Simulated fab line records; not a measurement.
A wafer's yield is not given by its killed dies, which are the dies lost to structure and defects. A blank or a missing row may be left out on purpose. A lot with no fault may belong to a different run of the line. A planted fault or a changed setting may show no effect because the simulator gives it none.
fab line records / flow n5-finfet
[record] lots = 3 wafers = 9 last-day = 18
route steps=1938 shown PMOS_HMC_CHANNEL_EPI@87 FIN_SAQP@90 BEOL_M4@1111
lots with no fault: from the same line, run without faults
start-h: hours from the record's first day to the start of the lot's first wafer shown / wait-h: hours from the lot's prior step to this one / " as in the row above / L1.1+2: several wafers, shown together as one row / - value missing, or start not given / * or withheld: withheld / < > ~ a bound
route shown NAME@n: a module of which the file shows steps, and the number in the route of the first / usual: mean/standard deviation of fault-free wafers / same: alike in all rows / chamber/n: place in a boat / sites: the reading at each site / _std_site: how widely they spread, as a standard deviation / _edge_site: the outer-site mean with the inner-site mean subtracted / radius-mm: for every site, how far away it sits from the centre of the wafer / mask NAME#n: copy n / behind: the tool/chamber that last shaped the wafer / hold: cause of the lot's hold/its duration in hours/its outcome / device: names the non-switching transistor (n, p or np) / end of line: the tests these same wafers got at the end of their route / for a step that has no rows: nothing shown but its recipe / killed: at the first sort, the dies lost to defects and structure; wafer yield is something else / map: the dies of a wafer, with x for killed, . for not killed, _ for no die there
set.NAME: the setting as run; set.NAME@STEP: as run at that earlier step / model.NAME: the simulator's own value behind a step, which no gauge read
lots at some steps of the route; a table a step, a row a wafer
services: when a tool's chamber went out of use (start-h, in hours from the record's first day, below 0 if earlier), for how many hours, and the reason
[[steps]]
[step N5_PMOS_HMC_CHANNEL_EPI_EPI_26]
[recipe] material = Si target-thk-a = 38 temp-c = 650 precursor = SiH4/H2 pressure-torr = 20 time-s = 22.7
[step N5_FIN_SAQP_PRECLEAN_42]
[recipe] chemistry = O3/DIW time-s = 60 temp-c = 22 o3-ppm = 10
[step N5_FIN_SAQP_PRECLEAN_00]
[recipe] chemistry = SC1 time-s = 60 temp-c = 55 mix = 1:2:50
[step N5_FIN_SAQP_PRECLEAN_44]
[recipe] chemistry = SC2 time-s = 45 temp-c = 35 mix = 1:1:50
[step N5_FIN_SAQP_SRD_01]
[recipe] dry = ipa-marangoni time-s = 30 temp-c = 23 rinse-liquid = diw
[step N5_FIN_SAQP_ALD_61]
[recipe] material = SiO2 target-thk-a = 40 temp-c = 300 ald-precursor-family = BDEAS ald-co-reactant = O2-plasma pulse-time-s = 1 purge-time-s = 2 co-reactant-purge-time-s = 2 ald-cycles = 43 pressure-torr = 2
[step N5_FIN_SAQP_DENSIFY_62]
[recipe] temp-c = 700 time-s = 60 ambient = N2 idle-temp-c = 600 ramp-up-c-per-s = 150 ramp-down-c-per-s = 60 cool-to-c = 600
[step N5_FIN_SAQP_HM_DEP_03]
[recipe] material = SiNx target-thk-a = 380 temp-c = 400 precursor = SiH4/NH3/N2 pressure-torr = 1.5 rf-w = 300 time-s = 33.6
[step N5_FIN_SAQP_PECVD_47]
[recipe] material = a-Si target-thk-a = 450 temp-c = 400 precursor = SiH4/He pressure-torr = 3 rf-w = 100 time-s = 36.3
[step N5_FIN_SAQP_PECVD_48]
[recipe] material = SiNx target-thk-a = 250 temp-c = 400 precursor = SiH4/NH3/N2 pressure-torr = 1.5 rf-w = 300 time-s = 22.1
[usual] heater-power-outer-w = 481/79 heater-power-w = 771/120 rf-fwd-power-W = 296.3/1.5 showerhead-plenum-p-Torr = 5.14/0.068 throttle-valve-pct = 40.4/3
lot.wafer=L444.1 tool=pecvd-03 chamber=0 start-h=98.54 wait-h=0.0 heater-power-outer-w=468 heater-power-w=688 rf-fwd-power-W=297.5 showerhead-plenum-p-Torr=5.15 throttle-valve-pct=40.4 model.SiNx_of_FIN_SAQP_PECVD_48.thk-nm=25.23
lot.wafer=L444.2 tool=pecvd-03 chamber=2 start-h=98.54 wait-h=0.0 heater-power-outer-w=485 heater-power-w=770 rf-fwd-power-W=298.7 showerhead-plenum-p-Torr=5.08 throttle-valve-pct=37.2 model.SiNx_of_FIN_SAQP_PECVD_48.thk-nm=25.17
lot.wafer=L444.4 tool=pecvd-03 chamber=0 start-h=98.54 wait-h=0.0 heater-power-outer-w=455 heater-power-w=694 rf-fwd-power-W=- showerhead-plenum-p-Torr=5.16 throttle-valve-pct=40.5 model.SiNx_of_FIN_SAQP_PECVD_48.thk-nm=8.469
lot.wafer=L454.1 tool=pecvd-03 chamber=1 start-h=154.05 wait-h=0.0 heater-power-outer-w=608 heater-power-w=911 rf-fwd-power-W=294.0 showerhead-plenum-p-Torr=5.18 throttle-valve-pct=44.7 model.SiNx_of_FIN_SAQP_PECVD_48.thk-nm=24.83
lot.wafer=L454.2 tool=pecvd-03 chamber=2 start-h=154.05 wait-h=0.0 heater-power-outer-w=480 heater-power-w=783 rf-fwd-power-W=296.8 showerhead-plenum-p-Torr=5.08 throttle-valve-pct=37.7 model.SiNx_of_FIN_SAQP_PECVD_48.thk-nm=24.88
lot.wafer=L454.6 tool=pecvd-03 chamber=2 start-h=154.05 wait-h=0.0 heater-power-outer-w=496 heater-power-w=814 rf-fwd-power-W=297.3 showerhead-plenum-p-Torr=5.07 throttle-valve-pct=37.2 model.SiNx_of_FIN_SAQP_PECVD_48.thk-nm=25
lot.wafer=L455.1 tool=pecvd-03 chamber=2 start-h=161.32 wait-h=0.0 heater-power-outer-w=470 heater-power-w=763 rf-fwd-power-W=295.5 showerhead-plenum-p-Torr=5.06 throttle-valve-pct=37.4 model.SiNx_of_FIN_SAQP_PECVD_48.thk-nm=24.19
lot.wafer=L455.4 tool=pecvd-03 chamber=1 start-h=161.32 wait-h=0.0 heater-power-outer-w=623 heater-power-w=926 rf-fwd-power-W=295.0 showerhead-plenum-p-Torr=5.17 throttle-valve-pct=44.4 model.SiNx_of_FIN_SAQP_PECVD_48.thk-nm=24.67
lot.wafer=L455.6 tool=pecvd-03 chamber=2 start-h=161.32 wait-h=0.0 heater-power-outer-w=463 heater-power-w=734 rf-fwd-power-W=297.0 showerhead-plenum-p-Torr=5.07 throttle-valve-pct=37.4 model.SiNx_of_FIN_SAQP_PECVD_48.thk-nm=25.16
[step N5_FIN_SAQP_PECVD_06]
[recipe] material = a-Si target-thk-a = 600 temp-c = 400 precursor = SiH4/He pressure-torr = 3 rf-w = 100 time-s = 48.1
[step N5_FIN_SAQP_HM_DEP_72]
[recipe] material = SiO2 target-thk-a = 120 temp-c = 400 precursor = SiH4/N2O pressure-torr = 0.75 rf-w = 275 time-s = 7.2
[step N5_FIN_SAQP_COAT_49]
[recipe] resist = SOC temp-c = 250 time-s = 60 spin-rpm = 1500 resist-thk-nm = 100
[step N5_FIN_SAQP_COAT_50]
[recipe] resist = SiARC temp-c = 220 time-s = 60 spin-rpm = 1500 resist-thk-nm = 35
[step N5_FIN_SAQP_COAT_10]
[recipe] resist = CAR-ArF spin-rpm = 1500 resist-thk-nm = 90
[step N5_FIN_SAQP_EBR_12]
[recipe] solvent = PGMEA ebr-width-mm = 1.5
[step N5_FIN_SAQP_SOFTBAKE_11]
[recipe] temp-c = 110 time-s = 60 resist = CAR-ArF
[step N5_FIN_SAQP_EXPOSE_13]
[recipe] mask-id = FIN_CORE na = 1.35 source-shape = dipole sigma-inner = 0.538 sigma-outer = 0.738 polarization = te target-cd-nm = 35.6 dose-mj = 63.25
[step N5_FIN_SAQP_PEB_14]
[recipe] peb-temp-c = withheld peb-time-s = 60 resist = CAR-ArF
[step N5_FIN_SAQP_DEVELOP_15]
[recipe] develop-time-s = 30 developer = TMAH resist = CAR-ArF dev-temp-c = 23 rinse-liquid = diw dry = air-spin
[step N5_FIN_SAQP_DESCUM_21]
[recipe] chemistry = O2 time-s = 7.9 source-power-w = 50 bias-power-w = 20 pressure-mtorr = 20 rf-frequency-hz = 2.712e+07 temp-c = 40 resist = CAR-ArF o2-flow-sccm = 225
[step N5_FIN_SAQP_ETCH_51]
[recipe] chemistry = CF4 target = SiARC target-depth-a = 455 mask-material = CAR-ArF time-s = 75.8 ion-energy-ev = 80 pressure-mtorr = 40 source-w = 545 bias-w = 36 Ar_flow_sccm = 100 cf4-flow-sccm = 100 ends = cleared
[step N5_FIN_SAQP_ETCH_52]
[recipe] chemistry = N2/H2 target = SOC target-depth-a = 1000 overetch-a = 200 mask-material = SiARC temp-c = 40 time-s = 150 ion-energy-ev = 200 pressure-mtorr = 30 source-w = 840 bias-w = 150 n2-flow-sccm = 200 h2-flow-sccm = 200 ends = end-point
[step N5_FIN_SAQP_STRIP_53]
[recipe] chemistry = N2/H2 temp-c = 40 n2-flow-sccm = 200 h2-flow-sccm = 200 rf-frequency-hz = 6e+07
[step N5_FIN_SAQP_HM_OPEN_73]
[recipe] chemistry = CHF3/O2 target = SiO2 stop-on = a-Si target-depth-a = 120 over-etch-frac = 1.8 mask-material = SOC time-s = 16.8 pressure-mtorr = 30 source-w = 650 bias-w = 170 Ar_flow_sccm = 200 CHF3_flow_sccm = 50 O2_flow_sccm = 5 ion-energy-ev = 200 ends = end-point
[step N5_FIN_SAQP_STRIP_74]
[recipe] chemistry = CHF3/O2 resist = SiARC rf-frequency-hz = 6e+07
[step N5_FIN_SAQP_MANDREL_ETCH_22]
[recipe] target-depth-a = 600 chemistry = HBr/Cl2 target = a-Si stop-on = SiNx bt-time-s = 10 over-etch-frac = 0.5 time-s = 30 pressure-mtorr = 10 icp-w = 800 bias-w = 75 HBr_flow_sccm = 150 Cl2_flow_sccm = 80 ends = end-point
[step N5_FIN_SAQP_STRIP_55]
[recipe] chemistry = N2/H2 power-w = 500 temp-c = 40 pressure-mtorr = 50 rf-frequency-hz = 6e+07 overash-fraction = 0.3 bias-power-w = 28 h2-frac = 0.5 n2-flow-sccm = 300 h2-flow-sccm = 300
[step N5_FIN_SAQP_STRIP_23]
[recipe] chemistry = SPM time-s = 750 temp-c = 130 h2so4-h2o2-vol-ratio = 4
[step N5_FIN_SAQP_SRD_66]
[recipe] dry = ipa-marangoni time-s = 30 temp-c = 23 rinse-liquid = diw
[step N5_FIN_SAQP_RECESS_75]
[recipe] chemistry = HF/NH3 target = SiO2 target-depth-a = 144 afs-cycles = 3 temp-c = 30 sublimation-temp-c = 180 sublimation-time-s = 60
[step N5_FIN_SAQP_SPACER1_ALD_24]
[recipe] material = SiO2 target-thk-a = 203 temp-c = 300 ald-precursor-family = BDEAS ald-co-reactant = O2-plasma pulse-time-s = 1 purge-time-s = 2 co-reactant-purge-time-s = 2 ald-cycles = 218 pressure-torr = 2
[step N5_FIN_SAQP_SPACER1_ETCHBACK_25]
[recipe] chemistry = CHF3/O2 mode = anisotropic-etchback target = SiO2 target-depth-a = 244 time-s = 12.2 pressure-mtorr = 30 source-w = 650 bias-w = 170 Ar_flow_sccm = 200 CHF3_flow_sccm = 50 O2_flow_sccm = 5 ion-energy-ev = 200
[step N5_FIN_SAQP_MANDREL1_REMOVE_56]
[recipe] chemistry = HBr/Cl2/O2 bt-time-s = 10 target = a-Si stop-on = SiNx endpoint = OES-SiCl over-etch-frac = 1 icp-w = 600 bias-w = 22 HBr_flow_sccm = 150 Cl2_flow_sccm = 80 O2_flow_sccm = 5 pressure-mtorr = 10
[step N5_FIN_SAQP_ETCH_57]
[recipe] chemistry = CH3F/O2 target = SiNx mask-material = SiO2 target-depth-a = 325 time-s = 46.4 pressure-mtorr = 30 source-w = 395 bias-w = 73 Ar_flow_sccm = 150 CH3F_flow_sccm = 30 O2_flow_sccm = 20 ion-energy-ev = 120 ends = cleared
[usual] drypump-motor-current-A = 5.6/0.41 etch-rf-on-time-s = 46.5/1 oes-product-au = 0.65/0.073 rf-fwd-power-W = 388.3/1.9 rf-vpp-V = 299/3.7 showerhead-plenum-p-Torr = 2.07/0.042 throttle-valve-pct = 16.31/0.22
lot.wafer=L444.1 tool=rie-diel-03 chamber=2 start-h=102.65 wait-h=0.2 drypump-motor-current-A=5.3 etch-rf-on-time-s=46.3 oes-product-au=0.61 rf-fwd-power-W=387.7 rf-hours-counter-h=191 rf-vpp-V=301 showerhead-plenum-p-Torr=2.09 throttle-valve-pct=16.24 model.etch.depth-nm=25.15
lot.wafer=L444.2 tool=rie-diel-03 chamber=3 start-h=102.65 wait-h=0.2 drypump-motor-current-A=5.2 etch-rf-on-time-s=48.0 oes-product-au=0.62 rf-fwd-power-W=388.0 rf-hours-counter-h=165 rf-vpp-V=295 showerhead-plenum-p-Torr=2.07 throttle-valve-pct=16.28 model.etch.depth-nm=25.15
lot.wafer=L444.4 tool=rie-diel-03 chamber=0 start-h=102.65 wait-h=0.2 drypump-motor-current-A=5.8 etch-rf-on-time-s=15.4 oes-product-au=0.79 rf-fwd-power-W=384.1 rf-hours-counter-h=16 rf-vpp-V=306 showerhead-plenum-p-Torr=2.14 throttle-valve-pct=16.16 model.etch.depth-nm=8.469
lot.wafer=L454.1 tool=rie-diel-03 chamber=1 start-h=156.82 wait-h=0.0 drypump-motor-current-A=5.3 etch-rf-on-time-s=46.2 oes-product-au=0.74 rf-fwd-power-W=389.8 rf-hours-counter-h=30 rf-vpp-V=296 showerhead-plenum-p-Torr=2.05 throttle-valve-pct=16.30 model.etch.depth-nm=24.81
lot.wafer=L454.2 tool=rie-diel-03 chamber=3 start-h=156.82 wait-h=0.0 drypump-motor-current-A=5.2 etch-rf-on-time-s=47.4 oes-product-au=0.60 rf-fwd-power-W=388.0 rf-hours-counter-h=190 rf-vpp-V=297 showerhead-plenum-p-Torr=2.07 throttle-valve-pct=16.33 model.etch.depth-nm=24.88
lot.wafer=L454.6 tool=rie-diel-03 chamber=2 start-h=156.82 wait-h=0.0 drypump-motor-current-A=5.3 etch-rf-on-time-s=46.2 oes-product-au=0.59 rf-fwd-power-W=385.5 rf-hours-counter-h=- rf-vpp-V=300 showerhead-plenum-p-Torr=2.08 throttle-valve-pct=16.28 model.etch.depth-nm=25
lot.wafer=L455.1 tool=rie-diel-01 chamber=0 start-h=165.55 wait-h=0.2 drypump-motor-current-A=6.4 etch-rf-on-time-s=44.7 oes-product-au=0.63 rf-fwd-power-W=386.9 rf-hours-counter-h=177 rf-vpp-V=297 showerhead-plenum-p-Torr=2.09 throttle-valve-pct=16.31 model.etch.depth-nm=24.18
lot.wafer=L455.4 tool=rie-diel-01 chamber=0 start-h=165.55 wait-h=0.2 drypump-motor-current-A=6.4 etch-rf-on-time-s=45.5 oes-product-au=0.63 rf-fwd-power-W=387.5 rf-hours-counter-h=- rf-vpp-V=299 showerhead-plenum-p-Torr=2.09 throttle-valve-pct=16.31 model.etch.depth-nm=24.61
lot.wafer=L455.6 tool=rie-diel-01 chamber=3 start-h=165.55 wait-h=0.2 drypump-motor-current-A=6.3 etch-rf-on-time-s=46.2 oes-product-au=0.63 rf-fwd-power-W=392.6 rf-hours-counter-h=- rf-vpp-V=301 showerhead-plenum-p-Torr=2.06 throttle-valve-pct=16.38 model.etch.depth-nm=25.15
[step N5_BEOL_M4_RC_MEAS_101]
[usual] DIBL_N = 37.0/1.7 DIBL_P = 36.7/2 IOFF_N = 0.17/0.035 IOFF_P = 0.22/0.035 ION_N = 672/12 ION_P = 461/7.5 SS_N = 71.6/0.67 SS_P = 73.4/0.64 VT_N = 250/3.5 VT_P = -250/3.5
lot.wafer=L444.1 tool=prober-01 chamber=0 start-h=239.25 wait-h=0.0 DIBL_N[mV/V]=36.6 DIBL_P[mV/V]=35.5 IOFF_N[nA/um]=0.14 IOFF_P[nA/um]=0.22 ION_N[uA/um]=666 ION_P[uA/um]=468 SS_N[mV/dec]=70.9 SS_P[mV/dec]=73.6 VT_N[mV]=252 VT_P[mV]=-247
lot.wafer=L444.2 tool=prober-01 chamber=0 start-h=239.25 wait-h=0.0 DIBL_N[mV/V]=37.4 DIBL_P[mV/V]=36.2 IOFF_N[nA/um]=0.15 IOFF_P[nA/um]=0.22 ION_N[uA/um]=674 ION_P[uA/um]=466 SS_N[mV/dec]=71.3 SS_P[mV/dec]=73.0 VT_N[mV]=253 VT_P[mV]=-249
lot.wafer=L444.4 tool=prober-01 chamber=0 start-h=239.25 wait-h=0.0 DIBL_N[mV/V]=37.5 DIBL_P[mV/V]=36.1 IOFF_N[nA/um]=0.15 IOFF_P[nA/um]=0.22 ION_N[uA/um]=670 ION_P[uA/um]=459 SS_N[mV/dec]=71.0 SS_P[mV/dec]=72.8 VT_N[mV]=251 VT_P[mV]=-250
lot.wafer=L455.1 tool=prober-02 chamber=0 start-h=299.94 wait-h=0.0 DIBL_N[mV/V]=37.6 DIBL_P[mV/V]=36.3 IOFF_N[nA/um]=0.16 IOFF_P[nA/um]=0.20 ION_N[uA/um]=678 ION_P[uA/um]=465 SS_N[mV/dec]=72.5 SS_P[mV/dec]=72.6 VT_N[mV]=248 VT_P[mV]=-252
lot.wafer=L455.4 tool=prober-02 chamber=0 start-h=299.94 wait-h=0.0 DIBL_N[mV/V]=38.8 DIBL_P[mV/V]=36.8 IOFF_N[nA/um]=0.18 IOFF_P[nA/um]=0.22 ION_N[uA/um]=685 ION_P[uA/um]=471 SS_N[mV/dec]=72.0 SS_P[mV/dec]=73.4 VT_N[mV]=249 VT_P[mV]=-248
lot.wafer=L455.6 tool=prober-02 chamber=0 start-h=299.94 wait-h=0.0 DIBL_N[mV/V]=36.0 DIBL_P[mV/V]=34.2 IOFF_N[nA/um]=0.14 IOFF_P[nA/um]=0.18 ION_N[uA/um]=677 ION_P[uA/um]=461 SS_N[mV/dec]=70.9 SS_P[mV/dec]=72.0 VT_N[mV]=251 VT_P[mV]=-251
lot.wafer=L454.1 tool=prober-02 chamber=0 start-h=322.40 wait-h=0.0 DIBL_N[mV/V]=37.6 DIBL_P[mV/V]=36.5 IOFF_N[nA/um]=0.18 IOFF_P[nA/um]=0.24 ION_N[uA/um]=680 ION_P[uA/um]=469 SS_N[mV/dec]=72.3 SS_P[mV/dec]=73.6 VT_N[mV]=246 VT_P[mV]=-248
lot.wafer=L454.2 tool=prober-02 chamber=0 start-h=322.40 wait-h=0.0 DIBL_N[mV/V]=36.5 DIBL_P[mV/V]=35.1 IOFF_N[nA/um]=0.15 IOFF_P[nA/um]=0.22 ION_N[uA/um]=673 ION_P[uA/um]=466 SS_N[mV/dec]=72.0 SS_P[mV/dec]=72.8 VT_N[mV]=250 VT_P[mV]=-249
lot.wafer=L454.6 tool=prober-02 chamber=0 start-h=322.40 wait-h=0.0 DIBL_N[mV/V]=34.7 DIBL_P[mV/V]=33.8 IOFF_N[nA/um]=0.13 IOFF_P[nA/um]=0.19 ION_N[uA/um]=669 ION_P[uA/um]=470 SS_N[mV/dec]=70.6 SS_P[mV/dec]=73.1 VT_N[mV]=252 VT_P[mV]=-249
[[services]]
tool=rie-diel-01 chamber=2 start-h=108.98 hours=7.7 kind=repair
tool=pecvd-03 chamber=1 start-h=121.03 hours=2.1 kind=scheduled-down
tool=rie-diel-03 chamber=0 start-h=131.31 hours=33.0 kind=repair
tool=rie-diel-03 chamber=1 start-h=139.08 hours=7.7 kind=repair
tool=rie-diel-01 chamber=2 start-h=153.55 hours=- kind=clean
tool=rie-diel-01 chamber=2 start-h=153.55 hours=- kind=consumable-replace:esc
tool=rie-diel-01 chamber=2 start-h=153.55 hours=- kind=consumable-replace:focus-ring
tool=rie-diel-01 chamber=2 start-h=153.55 hours=23.5 kind=scheduled-down
tool=rie-diel-01 chamber=2 start-h=153.55 hours=23.5 kind=vent-cycle
tool=pecvd-03 chamber=0 start-h=159.78 hours=2.1 kind=scheduled-down
[[key]]
[first-sign] step = N5_FIN_SAQP_ETCH_57 reading = etch-rf-on-time-s direction = down sigmas = 31 usual = * struck = *
effect none on later readings
[model-effect] step = N5_FIN_SAQP_PECVD_48 value = SiNx_of_FIN_SAQP_PECVD_48.thk-nm without = 25.32 struck = 8.469
[model-effect] step = N5_FIN_SAQP_ETCH_57 value = etch.depth-nm without = 25.32 struck = 8.469
met-at N5_FIN_SAQP_PECVD_48
struck-wafers L444.4
[fault] kind = process-parameter-drift tool = pecvd-03 chamber = - onset-h = 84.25 steps = N5_FIN_SAQP_PECVD_48 channel = time-s offset = * shape = step end-h = 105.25 scope = struck-wafers-only acts-in = * stated = *
